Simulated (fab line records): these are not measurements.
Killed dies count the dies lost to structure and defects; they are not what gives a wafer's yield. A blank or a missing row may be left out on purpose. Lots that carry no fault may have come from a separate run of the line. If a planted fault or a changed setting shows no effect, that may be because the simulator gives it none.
One fault seen from 3 desks ; flow n5_finfet ; numbers are kept per desk, each desk with only its own; the story behind them comes last

THE DEFECT DESK
Per lot, the means of the sampled wafers with a number show what the inspections along the route counted. The brackets show how far a lot's mean lies from the usual mean; more than 4 standard deviations puts the lot out of limits, marked OUT.
Columns: A = raw_defect_count at N5_BEOL_M2_INSPECT_59, usual 69
lot;first seen here;A
L175;day 6 21:50;50
L181;day 8 13:31;70
L182;day 8 18:25;3890 (+99 or more) OUT
L183;day 8 19:49;60
L187;day 9 20:37;1991 (+87) OUT
L188;day 10 03:26;53
L195;day 12 07:41;61
L197;day 13 05:47;94
L198;day 13 07:41;62
This desk finds L182, L187 out of limits, L182 being first, at day 8 18:25 (raw_defect_count at N5_BEOL_M2_INSPECT_59). Within limits: L175, L181, L183, L188, L195, L197, L198.

FOR THE TOOL OWNER'S DESK: cmp-01
The tool's own readings at N5_BEOL_M2_CMP_52 (polishes, stops on SiOC, t overpolish 6.8 s, target thk 40 nm): means of the sampled wafers that have a number, for each lot that ran on this tool. The brackets show how far a lot's mean lies from the usual mean; more than 4 standard deviations puts the lot out of limits, marked OUT.
Columns: A = barrier_field_endpoint_s at N5_BEOL_M2_CMP_52, usual 24.8 s; B = motor_current_A at N5_BEOL_M2_CMP_52, usual 5.9 A; C = overpolish_run_s at N5_BEOL_M2_CMP_52, usual 6.802 s; D = time_to_endpoint_s at N5_BEOL_M2_CMP_52, usual 64 s
lot;first seen here;A;B;C;D
L175;day 6 21:15;25.5;5.5;6.807;64
L181;day 8 12:59;25.1;5.5;6.795;63
L182;day 8 17:50;35.2 (+15) OUT;5.4;2.294 (-99 or more) OUT;75
L187;day 9 20:02;30.2 (+7.7) OUT;5.6;4.549 (-99 or more) OUT;73
L198;day 13 07:13;25.0;5.3;6.799;66
This desk finds L182, L187 out of limits, L182 being first, at day 8 17:50 (barrier_field_endpoint_s at N5_BEOL_M2_CMP_52). Within limits: L175, L181, L198.

FROM THE METROLOGY DESK
What the gauges read, lot by lot, whatever tool the lot ran on: means of the sampled wafers that have a number. The brackets show how far a lot's mean lies from the usual mean; more than 4 standard deviations puts the lot out of limits, marked OUT. Readings shown: 7 out of 11 (the first out of limits, and those lying furthest out on some lot).
Columns: A = M2_THK at N5_BEOL_M2_THK_MEAS_53, usual 40.6 nm; B = DIBL_N at N5_BEOL_M4_RC_MEAS_101, usual 36.0 mV/V; C = DIBL_P at N5_BEOL_M4_RC_MEAS_101, usual 36.7 mV/V; D = ION_N at N5_BEOL_M4_RC_MEAS_101, usual 673 uA/um; E = SS_N at N5_BEOL_M4_RC_MEAS_101, usual 71.5 mV/dec; F = SS_P at N5_BEOL_M4_RC_MEAS_101, usual 73.4 mV/dec; G = VT_P at N5_BEOL_M4_RC_MEAS_101, usual -251 mV
lot;first seen here;A;B;C;D;E;F;G
L175;day 6 21:31;41.5;32.3;33.6;664;71.0;72.5;-253
L181;day 8 13:14;39.5;36.4;38.8;675;71.1;74.3;-246
L182;day 8 18:07;108.8 (+40) OUT;31.6;34.5;651;70.9;72.6;-254
L183;day 8 19:32;40.0;36.8;37.4;667;71.8;73.8;-251
L187;day 9 20:18;75.3 (+20) OUT;34.4;31.4;668;70.5;72.4;-249
L188;day 10 03:07;40.8;36.1;35.4;663;72.0;73.4;-251
L195;day 12 07:25;39.9;34.9;35.6;674;71.4;73.0;-249
L197;day 13 05:31;41.7;35.8;38.0;682;71.2;73.5;-250
L198;day 13 07:24;41.5;36.0;37.0;668;71.3;73.2;-256
This desk's result: L182, L187 out of limits, first on L182 (M2_THK at N5_BEOL_M2_THK_MEAS_53), day 8 18:07. Within limits: L175, L181, L183, L188, L195, L197, L198.

PUT TOGETHER
At day 8 17:50, on L182, L187, the tool owner's desk was in a position to raise an alarm.
At day 8 18:07 the metrology desk could have sounded an alarm, on L182, L187.
The defect desk could have raised an alarm at day 8 18:25, on L182, L187.
The lots listed all ran N5_BEOL_M2_CMP_52 on cmp-01.

WHAT HAD BEEN PUT IN BY THE SIMULATOR
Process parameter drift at N5_BEOL_M2_CMP_52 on cmp-01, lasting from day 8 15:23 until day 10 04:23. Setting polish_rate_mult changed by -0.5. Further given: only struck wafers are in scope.
Struck lots among those shown: L182, L187.
Hours from the fault's start to each desk's first reading out of limits: the tool owner's desk, 2; the metrology desk, 3; the defect desk, 3.
